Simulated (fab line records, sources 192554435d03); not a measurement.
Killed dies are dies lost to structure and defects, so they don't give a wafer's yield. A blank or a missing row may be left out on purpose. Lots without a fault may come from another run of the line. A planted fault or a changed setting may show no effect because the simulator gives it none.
Split-lot experiment | flow n5_finfet | 7 lots, 21 wafers read, on a route of 1938 steps

THE SPLIT
At N5_MOL_CONTACT_COAG_CONTACT_ETCH_14 (etches SiO2 in C4F6/O2, target depth 27.5 nm, overetch 8.5 nm, time 20 s), the setting source_w was moved away from the recipe's 370 W on 12 of the 21 wafers read, by -12.2% to +15.6%. The other wafers ran this setting at the recipe's value.

The reading is taken at the split's own step.

THE READING
rf_vpp_V, in V, at N5_MOL_CONTACT_COAG_CONTACT_ETCH_14 (etches SiO2 in C4F6/O2, target depth 27.5 nm, overetch 8.5 nm, time 20 s). Fault-free wafers of this fab line usually give 692 V, standard deviation 3.9 V.

wafer  | tool, chamber at the split | source_w as run, W | against the recipe | rf_vpp_V, V | against lot-mates on the recipe
L076.1 | rie_diel-05, 1             | 324.9              | -12.2%             | 728         | +36
L076.2 | rie_diel-05, 0             | 324.9              | -12.2%             | 723         | +31
L076.5 | rie_diel-05, 0             | 370                | recipe             | 692         | -
L078.1 | rie_diel-05, 2             | 370                | recipe             | 689         | -
L078.3 | rie_diel-05, 0             | 370                | recipe             | 692         | -
L078.6 | rie_diel-05, 3             | 421.8              | +14.0%             | 666         | -24
L081.1 | rie_diel-04, 3             | 370                | recipe             | 687         | -
L081.4 | rie_diel-04, 0             | 370                | recipe             | 696         | -
L081.5 | rie_diel-04, 2             | 370                | recipe             | 688         | -
L086.1 | rie_diel-03, 2             | 398.8              | +7.8%              | 671         | no lot-mate on the recipe
L086.3 | rie_diel-03, 0             | 398.8              | +7.8%              | 673         | no lot-mate on the recipe
L086.6 | rie_diel-03, 0             | 398.8              | +7.8%              | 671         | no lot-mate on the recipe
L093.1 | rie_diel-05, 2             | 422.1              | +14.1%             | 666         | -22
L093.5 | rie_diel-05, 3             | 422.1              | +14.1%             | 665         | -23
L093.6 | rie_diel-05, 2             | 370                | recipe             | 688         | -
L094.1 | rie_diel-03, 3             | 341.1              | -7.8%              | 700         | no lot-mate on the recipe
L094.2 | rie_diel-03, 0             | 341.1              | -7.8%              | 704         | no lot-mate on the recipe
L094.6 | rie_diel-03, 3             | 341.1              | -7.8%              | 701         | no lot-mate on the recipe
L095.2 | rie_diel-03, 2             | 370                | recipe             | 689         | -
L095.3 | rie_diel-03, 3             | 370                | recipe             | 694         | -
L095.4 | rie_diel-03, 0             | 427.7              | +15.6%             | 659         | -32

THE FIT
A straight line over all 21 wafers: rf_vpp_V changes by -2.08 V for each +1% of source_w; r = -0.97; the points scatter about the line by 4.8 V.
The same after taking each lot's own level away (the mean of its wafers on the recipe; 15 wafers): -2.1 V for each +1%; r = -0.97; scatter 4.3 V.
On that fit, the largest move of source_w shifts the reading by 33 V.
The lots' own levels span 688.0 to 692.0 V, that is 1.0 times the standard deviation above.
So the lot-to-lot level changes the slope little: the two slopes agree.
Check: with one of the wafers moved furthest among these (+15.6%) left out of the fit, the line predicts -29.8 V for it against its lot-mates. It came out at -32.5 V against them.
Tool readings at the split's step, against how far the setting was moved: rf_vpp_V r = -0.97.

OTHER SPLITS ON THESE WAFERS
These wafers also went through other splits before the reading. Each is held against what the fit with the lots' levels taken away leaves over:
other split on the same wafers | wafers away from the commonest value | r with rf_vpp_V (lot level and that fit taken away)
N5_GATE_CUT_EXPOSE_10 dose_mj  | 7                                    | +0.21

THE FILE'S OWN FIT
rf_vpp_V changes by -2 V for each +1% of source_w, r = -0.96.
